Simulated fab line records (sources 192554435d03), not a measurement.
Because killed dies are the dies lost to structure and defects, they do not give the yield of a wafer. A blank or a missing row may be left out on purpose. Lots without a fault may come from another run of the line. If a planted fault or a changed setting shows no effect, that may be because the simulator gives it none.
fab line records -- flow n5_finfet
record lots=6, wafers=18, last_day=16
route steps=1938 shown BEOL_M3@981 BEOL_M4@1111
lots that met no fault: taken from a fault-free run of the same line
start_h: start of the lot's first displayed wafer, in hours after the record's first day -- wait_h: hours since the lot's step before -- " same as the row above -- L1.1+2: one row covering several wafers at once -- - no value, or no start was given -- * or withheld: withheld -- < > ~ a bound
route shown NAME@n: NAME is a module with steps in the file, n the number in the route of the first one -- usual: mean/standard deviation of fault-free wafers -- same: alike in all rows -- chamber/n: place in a boat -- sites: per-site readings -- _std_site: their standard deviation -- _edge_site: the outer-site mean with the inner-site mean subtracted -- radius_mm: how far each site lies from the wafer's centre -- mask NAME#n: copy n -- behind: the last tool/chamber to shape the wafer -- hold: cause of the lot's hold/its duration in hours/its outcome -- device: names the non-switching transistor (n, p or np) -- end of line: the route-end tests of the same wafers -- for a step that has no rows: nothing shown but its recipe -- killed: at the first sort, the dies lost to defects and structure; wafer yield is something else -- map: per-die view of a wafer (x killed, . not killed, _ where there is no die)
set.NAME: the setting as run; set.NAME@STEP: as run at that earlier step -- model.NAME: the simulator's own value behind a step, which no gauge read
lots at some steps of the route; a table a step, a row a wafer
services: when a tool's chamber went out of use (start_h, in hours from the record's first day, below 0 if earlier), for how many hours, and the reason
## steps
# step N5_BEOL_M3_ETCH_41
# recipe chemistry=CH3F/O2, target=SiCN, target_depth_a=299, taper_deg=2, time_s=52.5, ion_energy_ev=120, mask_material=TiN, pressure_mtorr=30, source_w=395, bias_w=75, Ar_flow_sccm=150, CH3F_flow_sccm=30, O2_flow_sccm=20
# usual drypump_motor_current_A=5.5/0.42, oes_product_au=0.80/0.074, rf_vpp_V=297.6/1.8, showerhead_plenum_p_Torr=2.01/0.076, throttle_valve_pct=16.20/0.15
lot.wafer,tool,chamber,start_h,wait_h,drypump_motor_current_A,oes_product_au,rf_hours_counter_h,rf_vpp_V,showerhead_plenum_p_Torr,throttle_valve_pct
L535.3,rie_diel-06,2,-,-,5.4,0.83,87,298.3,2.10,16.16
L535.4,rie_diel-06,0,-,-,5.7,0.96,11,298.4,2.04,16.02
L535.6,rie_diel-06,3,-,-,5.9,0.80,-,293.6,1.85,16.02
L540.3,rie_diel-06,0,-,-,5.6,0.94,17,297.5,2.04,16.02
L540.4,rie_diel-06,1,-,-,4.7,0.67,235,297.9,1.97,16.42
L540.5,rie_diel-06,2,-,-,5.4,0.83,-,299.7,2.10,16.17
L543.2,rie_diel-02,2,-,-,5.9,0.70,211,296.7,1.97,16.44
L543.4,rie_diel-02,3,-,-,5.5,0.73,160,298.7,2.08,16.34
L543.6,rie_diel-02,1,-,-,6.0,0.77,-,295.2,1.93,16.10
L547.1,rie_diel-06,0,-,-,5.7,0.91,30,297.6,2.04,16.06
L547.2,rie_diel-06,1,-,-,4.7,0.66,249,297.5,1.96,16.47
L547.5,rie_diel-06,2,-,-,5.4,0.82,-,298.4,2.10,16.18
L550.1,rie_diel-06,2,-,-,5.4,0.81,113,299.1,2.09,16.20
L550.3,rie_diel-06,0,-,-,5.6,0.91,36,298.2,2.03,16.07
L550.6,rie_diel-06,2,-,-,5.4,0.80,-,299.8,2.10,16.21
L551.2,rie_diel-02,3,-,-,5.5,0.72,172,298.5,2.07,16.35
L551.3,rie_diel-02,0,-,-,5.0,0.72,193,298.0,2.00,16.43
L551.4,rie_diel-02,1,-,-,6.0,0.75,169,295.1,1.92,16.14
# step N5_BEOL_M3_STRIP_97
# recipe chemistry=N2/H2, time_s=10, power_w=450, temp_c=40, pressure_mtorr=20, rf_frequency_hz=6e+07, bias_power_w=7, n2_flow_sccm=200, h2_flow_sccm=200
# step N5_BEOL_M3_OCD_MEAS_38
# usual trench_depth_nm=55.3/1.3
lot.wafer,tool,chamber,start_h,wait_h,trench_depth_nm
L535.3,ocd-01,-,165.99,-,57.0
L535.4,ocd-01,-,165.99,-,55.2
L535.6,ocd-01,-,165.99,-,55.6
L540.3,ocd-02,-,188.88,-,56.4
L540.4,ocd-02,-,188.88,-,53.5
L540.5,ocd-02,-,188.88,-,57.3
L543.2,ocd-01,-,215.33,-,53.8
L543.4,ocd-01,-,215.33,-,54.8
L543.6,ocd-01,-,215.33,-,55.6
L547.1,ocd-01,-,235.14,-,55.3
L547.2,ocd-01,-,235.14,-,53.9
L547.5,ocd-01,-,235.14,-,57.7
L550.1,ocd-01,-,249.51,-,57.8
L550.3,ocd-01,-,249.51,-,56.2
L550.6,ocd-01,-,249.51,-,57.9
L551.2,ocd-02,-,256.79,-,54.5
L551.3,ocd-02,-,256.79,-,55.5
L551.4,ocd-02,-,256.79,-,55.6
# step N5_BEOL_M3_HM_STRIP_39
# recipe chemistry=peroxide_tin_strip, material=TiN, target_depth_a=250, temp_c=50, time_s=158
# step N5_BEOL_M3_SRD_40
# recipe time_s=30, temp_c=23, rinse_liquid=diw, dry=ipa_marangoni
# step N5_BEOL_M3_PRECLEAN_42
# recipe chemistry=residue_remover, time_s=60, temp_c=40
# step N5_BEOL_M3_SRD_43
# recipe time_s=30, temp_c=23, rinse_liquid=diw, dry=ipa_marangoni
# step N5_BEOL_M3_CD_MEAS_35
# recipe target_cd_nm=18, target_cd_y_nm=21, polarity=opening
# usual cd_nm=18.1/0.46
lot.wafer,tool,chamber,start_h,wait_h,cd_nm
L535.3,cd_sem-01,-,166.14,0.0,18.6
L535.4,cd_sem-01,-,166.14,0.0,17.5
L535.6,cd_sem-01,-,166.14,0.0,18.3
L540.3,cd_sem-01,-,189.03,0.0,17.4
L540.4,cd_sem-01,-,189.03,0.0,19.0
L540.5,cd_sem-01,-,189.03,0.0,18.6
L543.2,cd_sem-02,-,215.48,0.0,17.5
L543.4,cd_sem-02,-,215.48,0.0,17.0
L543.6,cd_sem-02,-,215.48,0.0,17.7
L547.1,cd_sem-02,-,235.29,0.0,18.4
L547.2,cd_sem-02,-,235.29,0.0,17.9
L547.5,cd_sem-02,-,235.29,0.0,18.2
L550.1,cd_sem-03,-,249.66,0.0,18.3
L550.3,cd_sem-03,-,249.66,0.0,17.6
L550.6,cd_sem-03,-,249.66,0.0,18.2
L551.2,cd_sem-01,-,256.94,0.0,18.3
L551.3,cd_sem-01,-,256.94,0.0,18.7
L551.4,cd_sem-01,-,256.94,0.0,18.3
# step N5_BEOL_M3_DEGAS_44
# recipe ambient=vacuum, temp_c=250, time_s=60
# step N5_BEOL_M3_PRE_CLEAN_45
# recipe gas=H2/He, time_s=30, temp_c=250
# usual heater_power_w=321/43
lot.wafer,tool,chamber,start_h,wait_h,heater_power_w
L535.3,pvd_sputter-02,-,166.66,0.0,292
L535.4,pvd_sputter-02,-,166.66,0.0,285
L535.6,pvd_sputter-02,-,166.66,0.0,292
L540.3,pvd_sputter-02,-,189.13,0.0,280
L540.4,pvd_sputter-02,-,189.13,0.0,353
L540.5,pvd_sputter-02,-,189.13,0.0,295
L543.2,pvd_sputter-03,-,215.95,0.0,336
L543.4,pvd_sputter-03,-,215.95,0.0,416
L543.6,pvd_sputter-03,-,215.95,0.0,426
L547.1,pvd_sputter-03,-,235.58,0.0,318
L547.2,pvd_sputter-03,-,235.58,0.0,343
L547.5,pvd_sputter-03,-,235.58,0.0,310
L550.1,pvd_sputter-03,-,250.56,0.0,303
L550.3,pvd_sputter-03,-,250.56,0.0,300
L550.6,pvd_sputter-03,-,250.56,0.0,312
L551.2,pvd_sputter-03,-,257.02,0.0,297
L551.3,pvd_sputter-03,-,257.02,0.0,432
L551.4,pvd_sputter-03,-,257.02,0.0,303
# step N5_BEOL_M3_ALD_84
# recipe material=TaN, target_thk_a=*, temp_c=275, ald_precursor_family=PDMAT, ald_co_reactant=NH3, pressure_torr=3, carrier_flow_sccm=1500, pulse_time_s=2, purge_time_s=3, co_reactant_purge_time_s=2, co_reactant_pulse_time_s=3, ald_cycles=30, precursor_vessel_temp_c=75, precursor_vessel_pressure_torr=26.25, precursor_vessel_carrier_sccm=1000
# usual heater_power_w=437/55, precursor_vessel_pressure_torr=26.24/0.047
# same pulse_time_s=2
lot.wafer,tool,chamber,start_h,wait_h,heater_power_w,precursor_vessel_pressure_torr
L535.3,ald_metal-04,2,166.92,0.2,426,26.19
L535.4,ald_metal-04,3,166.92,0.2,355,26.32
L535.6,ald_metal-04,2,166.92,0.2,416,26.23
L540.3,ald_metal-02,3,189.19,0.0,446,26.16
L540.4,ald_metal-02,2,189.19,0.0,408,26.14
L540.5,ald_metal-02,1,189.19,0.0,409,26.25
L543.2,ald_metal-04,0,216.03,0.1,503,26.25
L543.4,ald_metal-04,2,216.03,0.1,427,26.26
L543.6,ald_metal-04,1,216.03,0.1,506,26.27
L547.1,ald_metal-04,2,235.68,0.1,422,26.25
L547.2,ald_metal-04,1,235.68,0.1,505,26.19
L547.5,ald_metal-04,2,235.68,0.1,417,26.29
L550.1,ald_metal-02,2,250.62,0.0,387,26.27
L550.3,ald_metal-02,3,250.62,0.0,451,26.25
L550.6,ald_metal-02,3,250.62,0.0,455,26.21
L551.2,ald_metal-03,2,257.10,0.1,529,26.21
L551.3,ald_metal-03,3,257.10,0.1,413,26.29
L551.4,ald_metal-03,1,257.10,0.1,401,26.24
# step N5_BEOL_M3_SURFACE_TREAT_85
# recipe gas=Ar, time_s=*, ion_energy_ev=*, ion_current_ma_cm2=0.5, pressure_mtorr=*, ar_flow_sccm=30
# usual throttle_valve_pct=*
lot.wafer,tool,chamber,start_h,wait_h,throttle_valve_pct
L535.3,pvd_sputter-02,-,168.74,1.7,*
L535.4,pvd_sputter-02,-,168.74,1.7,*
L535.6,pvd_sputter-02,-,168.74,1.7,*
L540.3,pvd_sputter-01,-,189.41,0.1,*
L540.4,pvd_sputter-01,-,189.41,0.1,*
L540.5,pvd_sputter-01,-,189.41,0.1,*
L543.2,pvd_sputter-02,-,216.37,0.2,*
L543.4,pvd_sputter-02,-,216.37,0.2,*
L543.6,pvd_sputter-02,-,216.37,0.2,*
L547.1,pvd_sputter-03,-,235.96,0.2,*
L547.2,pvd_sputter-03,-,235.96,0.2,*
L547.5,pvd_sputter-03,-,235.96,0.2,*
L550.1,pvd_sputter-03,-,250.94,0.2,*
L550.3,pvd_sputter-03,-,250.94,0.2,*
L550.6,pvd_sputter-03,-,250.94,0.2,*
L551.2,pvd_sputter-03,-,257.58,0.4,*
L551.3,pvd_sputter-03,-,257.58,0.4,*
L551.4,pvd_sputter-03,-,257.58,0.4,*
# step N5_BEOL_M3_CVD_47
# recipe material=Co, target_thk_a=30, temp_c=withheld, precursor=CCTBA/H2, pressure_torr=30, time_s=223.8
# usual run_length_s=246.3/0.58
lot.wafer,tool,chamber,start_h,wait_h,run_length_s
L535.3,cvd_co-02,2,168.84,0.1,246.4
L535.4,cvd_co-02,1,168.84,0.1,246.4
L535.6,cvd_co-02,2,168.84,0.1,246.3
L540.3,cvd_co-01,0,189.47,0.0,247.0
L540.4,cvd_co-01,1,189.47,0.0,246.3
L540.5,cvd_co-01,2,189.47,0.0,246.1
L543.2,cvd_co-01,0,216.46,0.1,247.2
L543.4,cvd_co-01,0,216.46,0.1,247.4
L543.6,cvd_co-01,2,216.46,0.1,246.0
L547.1,cvd_co-01,0,236.02,0.0,247.6
L547.2,cvd_co-01,1,236.02,0.0,246.0
L547.5,cvd_co-01,2,236.02,0.0,245.6
L550.1,cvd_co-01,1,251.00,0.0,246.3
L550.3,cvd_co-01,0,251.00,0.0,247.6
L550.6,cvd_co-01,0,251.00,0.0,250.3
L551.2,cvd_co-01,0,257.64,0.0,246.9
L551.3,cvd_co-01,2,257.64,0.0,245.8
L551.4,cvd_co-01,0,257.64,0.0,250.4
# step N5_BEOL_M3_SPUTTER_48
# recipe material=Cu, target_thk_a=45, temp_c=-20, chamber_pressure_pa=0.07, power_w=withheld, time_s=8.29
# usual throttle_valve_pct=29.7/0.92
lot.wafer,tool,chamber,start_h,wait_h,throttle_valve_pct
L535.3,pvd_sputter-03,-,169.00,0.1,29.8
L535.4,pvd_sputter-03,-,169.00,0.1,27.5
L535.6,pvd_sputter-03,-,169.00,0.1,29.6
L540.3,pvd_sputter-01,-,189.88,0.3,30.0
L540.4,pvd_sputter-01,-,189.88,0.3,28.6
L540.5,pvd_sputter-01,-,189.88,0.3,28.8
L543.2,pvd_sputter-03,-,216.64,0.1,27.7
L543.4,pvd_sputter-03,-,216.64,0.1,29.7
L543.6,pvd_sputter-03,-,216.64,0.1,30.0
L547.1,pvd_sputter-03,-,236.24,0.2,29.7
L547.2,pvd_sputter-03,-,236.24,0.2,30.6
L547.5,pvd_sputter-03,-,236.24,0.2,30.0
L550.1,pvd_sputter-02,-,251.17,0.1,30.9
L550.3,pvd_sputter-02,-,251.17,0.1,29.0
L550.6,pvd_sputter-02,-,251.17,0.1,29.9
L551.2,pvd_sputter-03,-,257.82,0.1,27.9
L551.3,pvd_sputter-03,-,257.82,0.1,29.8
L551.4,pvd_sputter-03,-,257.82,0.1,29.8
# step N5_BEOL_M4_RC_MEAS_101
# usual DIBL_N=36.7/2.4, DIBL_P=37.4/2.9, IOFF_N=0.18/0.05, IOFF_P=0.23/0.058, ION_N=683/16, ION_P=467/11, SS_N=71.7/0.77, SS_P=73.5/0.87, VT_N=249/4.3, VT_P=-250/4.4
lot.wafer,tool,chamber,start_h,wait_h,DIBL_N[mV/V],DIBL_P[mV/V],IOFF_N[nA/um],IOFF_P[nA/um],ION_N[uA/um],ION_P[uA/um],SS_N[mV/dec],SS_P[mV/dec],VT_N[mV],VT_P[mV]
L535.3,prober-02,0,181.52,0.3,32.5,33.2,0.10,0.16,660,474,71.3,72.9,258,-255
L535.4,prober-02,0,181.52,0.3,35.6,35.8,0.14,0.21,668,470,71.3,73.1,251,-251
L535.6,prober-02,0,181.52,0.3,34.0,34.4,0.12,0.17,673,469,71.2,73.4,253,-252
L540.3,prober-01,0,209.47,0.3,37.0,36.5,0.18,0.28,679,475,72.0,73.5,248,-245
L540.4,prober-01,0,209.47,0.3,36.1,35.1,0.17,0.25,673,469,72.0,72.9,249,-246
L540.5,prober-01,0,209.47,0.3,40.5,41.1,0.28,0.37,700,476,72.8,74.9,243,-242
L543.2,prober-01,0,227.88,0.2,34.2,33.1,0.12,0.16,663,450,70.7,71.7,252,-256
L543.4,prober-01,0,227.88,0.2,41.9,42.7,0.29,0.32,713,482,72.8,75.6,244,-245
L543.6,prober-01,0,227.88,0.2,38.9,40.5,0.22,0.27,702,475,72.2,73.4,242,-251
L547.1,prober-01,0,251.47,0.0,34.5,33.6,0.14,0.18,670,458,71.1,72.3,254,-251
L547.2,prober-01,0,251.47,0.0,39.5,40.5,0.26,0.28,701,471,72.4,74.9,245,-247
L547.5,prober-01,0,251.47,0.0,37.0,37.1,0.21,0.22,695,464,71.6,73.4,245,-251
L550.1,prober-01,0,266.77,0.0,35.3,35.9,0.15,0.21,696,476,71.9,73.1,250,-250
L550.3,prober-01,0,266.77,0.0,35.1,34.6,0.14,0.19,664,447,70.7,73.4,251,-250
L550.6,prober-01,0,266.77,0.0,33.3,31.6,0.11,0.15,679,462,71.1,72.3,256,-257
L551.2,prober-01,0,278.30,0.2,32.3,32.5,0.12,0.17,680,467,70.5,72.4,251,-250
L551.3,prober-01,0,278.30,0.2,36.7,37.5,0.19,0.24,672,453,72.3,73.9,246,-246
L551.4,prober-01,0,278.30,0.2,36.2,38.1,0.20,0.26,699,479,72.0,73.8,244,-247
## services
tool,chamber,start_h,hours,kind
cvd_co-02,0,174.69,6.3,repair
cvd_co-01,-,219.58,0.3,repair
cvd_co-02,-,221.99,6.9,pm
rie_diel-06,1,237.52,-,clean
rie_diel-06,1,237.52,-,consumable_replace:focus_ring
rie_diel-06,1,237.52,21.4,scheduled_down
rie_diel-06,1,237.52,21.4,vent_cycle
## key
first_sign step=N5_BEOL_M3_CVD_47, reading=run_length_s, direction=up, sigmas=6.9, usual=*, struck=*
effect none on later readings
met_at N5_BEOL_M3_CVD_47
struck_wafers L550.6,L551.4
onset_between 236.02 251.00
fault kind=process_parameter_drift, tool=cvd_co-01, chamber=-, onset_h=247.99, steps=N5_BEOL_M3_CVD_47, channel=time_s, offset=*, shape=step, end_h=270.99, scope=struck_wafers_only, acts_in=*, stated=*
